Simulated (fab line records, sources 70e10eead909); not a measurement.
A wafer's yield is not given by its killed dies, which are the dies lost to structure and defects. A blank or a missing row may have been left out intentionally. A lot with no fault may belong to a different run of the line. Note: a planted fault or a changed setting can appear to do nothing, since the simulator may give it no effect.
Chamber matching :: flow nand_harc :: pecvd-01 running NHARC_A_SGD_CUT_DEP_00: 3 sister chambers
The step deposits SiNx, target thk 50 nm. 14 wafers are shown with their chamber, then 7 later ones without.

WAFERS, EACH WITH ITS CHAMBER
wafer: L850.1
chamber: 1
heater_power_outer_w (W): 452
heater_power_w (W): 699

wafer: L850.2
chamber: 0
heater_power_outer_w (W): 396
heater_power_w (W): 682

wafer: L850.4
chamber: 0
heater_power_outer_w (W): 397
heater_power_w (W): 687

wafer: L855.2
chamber: 2
heater_power_outer_w (W): 329
heater_power_w (W): 585

wafer: L855.4
chamber: 1
heater_power_outer_w (W): 395
heater_power_w (W): 591

wafer: L855.6
chamber: 2
heater_power_outer_w (W): 316
heater_power_w (W): 577

wafer: L853.1
chamber: 1
heater_power_outer_w (W): 381
heater_power_w (W): 583

wafer: L853.3
chamber: 0
heater_power_outer_w (W): 496
heater_power_w (W): 794

wafer: L853.5
chamber: 2
heater_power_outer_w (W): 339
heater_power_w (W): 590

wafer: L858.1
chamber: 2
heater_power_outer_w (W): 383
heater_power_w (W): 636

wafer: L858.3
chamber: 1
heater_power_outer_w (W): 442
heater_power_w (W): 695

wafer: L858.5
chamber: 1
heater_power_outer_w (W): 454
heater_power_w (W): 696

wafer: L859.3
chamber: 0
heater_power_outer_w (W): 459
heater_power_w (W): 736

wafer: L859.4
chamber: 2
heater_power_outer_w (W): 370
heater_power_w (W): 640

SIGNATURES, as means of the wafers listed above
reading: heater_power_outer_w
chamber 0: 437.00
chamber 1: 424.80
chamber 2: 347.40
scatter within a chamber: 37.1

reading: heater_power_w
chamber 0: 724.75
chamber 1: 652.80
chamber 2: 605.60
scatter within a chamber: 48.8
Rule: a wafer's distance from a chamber is the root of the sum, over the readings, of the square of ((its reading less the chamber's mean) divided by the reading's scatter). If the next closest chamber is less than 2 further off than the closest, the wafer can't be placed; otherwise it belongs to the closest. The scatter: the root of (the sum of the squares of (reading less its chamber's mean) over the shown wafers, divided by (wafers less chambers)).

WAFERS MISSING THEIR CHAMBER
wafer: L859.5
heater_power_outer_w (W): 465
heater_power_w (W): 748

wafer: L872.1
heater_power_outer_w (W): 494
heater_power_w (W): 785

wafer: L872.2
heater_power_outer_w (W): 434
heater_power_w (W): 650

wafer: L872.6
heater_power_outer_w (W): 426
heater_power_w (W): 675

wafer: L873.3
heater_power_outer_w (W): 518
heater_power_w (W): 807

wafer: L873.4
heater_power_outer_w (W): 514
heater_power_w (W): 821

wafer: L873.5
heater_power_outer_w (W): 437
heater_power_w (W): 660

WHICH CHAMBER EACH WENT THROUGH
wafer: L859.5
from the rows above: can't be placed: 0 or 1
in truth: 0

wafer: L872.1
from the rows above: can't be placed: 0 or 1
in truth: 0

wafer: L872.2
from the rows above: can't be placed: 1 or 0
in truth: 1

wafer: L872.6
from the rows above: can't be placed: 1 or 0
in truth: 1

wafer: L873.3
from the rows above: can't be placed: 0 or 1
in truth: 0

wafer: L873.4
from the rows above: can't be placed: 0 or 1
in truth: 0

wafer: L873.5
from the rows above: can't be placed: 1 or 0
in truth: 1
0 of 7 placed correctly. Cannot be placed on the basis of these rows: 7; the candidates contain the true chamber in 7. Wrongly placed: 0.
